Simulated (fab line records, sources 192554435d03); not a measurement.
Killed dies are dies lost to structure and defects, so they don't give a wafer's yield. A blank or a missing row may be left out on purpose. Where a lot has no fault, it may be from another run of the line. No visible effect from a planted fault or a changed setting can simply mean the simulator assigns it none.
Struck lot and sound lot, side by side | flow n5Finfet | 16 out of 1938 route steps
Sound: these wafers, L383.3, L383.5, L383.6. Wafers struck: L401.1, L401.3, L401.6. Last of all comes the cause.
Each step with rows lists, per side, the tool, then ch with its chambers, then its first start. Under that, the readings that differ: sound wafers | struck wafers | difference of the means | sigmas: that difference in standard deviations of wafers without a fault.
alike: readings with means less than 2 such deviations apart, plus words and numbers identical on both sides. not compared: withheld readings, readings lacking a value on some wafer, bounds such as >300 that could conceal the same value, and numbers that have no deviation in the record and whose values overlap.
The two part at a step that has a row with sigmas, a row that says differs or no value, or rows on one side only. Numbers that don't overlap but have no deviation are shown without sigmas and don't part them. Lack of a reading on every wafer of one side parts them only where that side has two or more wafers.

first, 8 steps without rows for these wafers: N5_BEOL_M8_COAT_64 (time 60 s, resist thk 12 nm); N5_BEOL_M8_COAT_71 (time 60 s, resist thk 5 nm); N5_BEOL_M8_COAT_22 (resist thk 30 nm); N5_BEOL_M8_EBR_24; N5_BEOL_M8_SOFTBAKE_23 (time 60 s); N5_BEOL_M8_EXPOSE_25 (exposes mask V7, target cd 40 nm); N5_BEOL_M8_PEB_26 (peb time 60 s); N5_BEOL_M8_DEVELOP_27 (develop time 30 s).
N5_BEOL_M8_CD_MEAS_28: the cd target is 40 nm.
  sound on cdSem-02 ch 0, day 10 16:18; struck on cdSem-01 ch 0, day 14 18:50
  alike: cdNm
N5_BEOL_M8_OVL_MEAS_29:
  sound on overlay-01 ch 0, day 10 16:20; struck on overlay-02 ch 0, day 14 18:52
  alike: V7_OVL
N5_BEOL_M8_INSPECT_30: inspects for defects (brightfield).
  sound on defectInspect-02, day 10 16:23; struck on defectInspect-02, day 14 18:56
  alike: rawDefectCount
N5_BEOL_M8_DESCUM_33: chemistry O2, time 7 s.
  sound on rieDiel-01 ch 2,3, day 10 16:25; struck on rieDiel-01 ch 2,3, day 14 18:58
reading             | sound          | struck         | difference | sigmas
oesProductAu (a.u.) | 0.67 0.70 0.67 | 0.93 0.89 0.92 | +0.23      | +2
  alike: drypumpMotorCurrentA, o2FlowSccm, rfVppV, showerheadPlenumPTorr, throttleValvePct
  not compared: rfHoursCounterH
N5_BEOL_M8_ETCH_72: etches underlayer in N2/H2, target depth 6.5 nm, time 5.2 s.
  sound on rieDiel-01 ch 2,3, day 10 16:28; struck on rieDiel-01 ch 2,3, day 14 19:00
  no value came back on the struck wafers for any of 8 readings (biasW (W), chamberPressureMTorr (mTorr) and others); on the sound wafers biasW (W) reads 148.5 149.4 148.5
reading                                     | sound          | struck         | difference | sigmas
model.CAR-EUV_of_BEOL_M8_COAT_22.thkNm (nm) | 20.4 20.6 20.6 | 26.2 26.2 26.2 | +5.7       | 
  not compared: rfHoursCounterH
N5_BEOL_M8_ETCH_65: etches SiARC in CF4, target depth 15.6 nm, time 26 s.
  sound on rieDiel-01 ch 2,3, day 10 16:28; struck on rieDiel-01 ch 2,3, day 14 19:01
reading                                     | sound          | struck         | difference | sigmas
oesProductAu (a.u.)                         | 0.57 0.60 0.58 | 0.79 0.77 0.78 | +0.20      | +2
model.CAR-EUV_of_BEOL_M8_COAT_22.thkNm (nm) | 11.2 11.4 11.4 | 17 17 17       | +6         | 
  alike: biasW, cf4FlowSccm, drypumpMotorCurrentA, etchRfOnTimeS, rfVppV, showerheadPlenumPTorr, throttleValvePct
  not compared: rfHoursCounterH
N5_BEOL_M8_ETCH_66: etches SOC in N2/H2, target depth 80 nm, overetch 16 nm, time 120 s.
  sound on rieDiel-01 ch 2,3, day 10 16:30; struck on rieDiel-01 ch 2,3, day 14 19:03
reading             | sound          | struck         | difference | sigmas
oesProductAu (a.u.) | 0.52 0.54 0.51 | 0.69 0.68 0.69 | +0.16      | +2
  alike: biasW, chamberPressureMTorr, drypumpMotorCurrentA, rfVppV, showerheadPlenumPTorr, throttleValvePct
  not compared: rfHoursCounterH
-- here the record skips 3 days between the struck wafers' starts before and after, leaving off in module BEOL_M8 and picking up in module PASSIVATION (first step shown: number 1936 of the route) --
N5_PASSIVATION_PROBE_49:
  sound on prober-02, day 13 07:05; struck on prober-01, day 17 20:05
reading          | sound  | struck   | difference | sigmas
killedAtContacts | 7 5 12 | 30 26 39 | +24        | +3
  alike: defectLimitedYield, killed_at_M0_to_M3, killed_at_M4_up, killedAtFrontEnd, killedAtOther, killedDies, killedOnRim, killedOpen, killedShort, sort_bin_5_function, sort_bin_6_memory, sortNPass, sortYieldPct

WHERE THEY PART
Earliest at N5_BEOL_M8_DESCUM_33; latest, in this record, at N5_PASSIVATION_PROBE_49.

WHY: whatever the simulator had introduced
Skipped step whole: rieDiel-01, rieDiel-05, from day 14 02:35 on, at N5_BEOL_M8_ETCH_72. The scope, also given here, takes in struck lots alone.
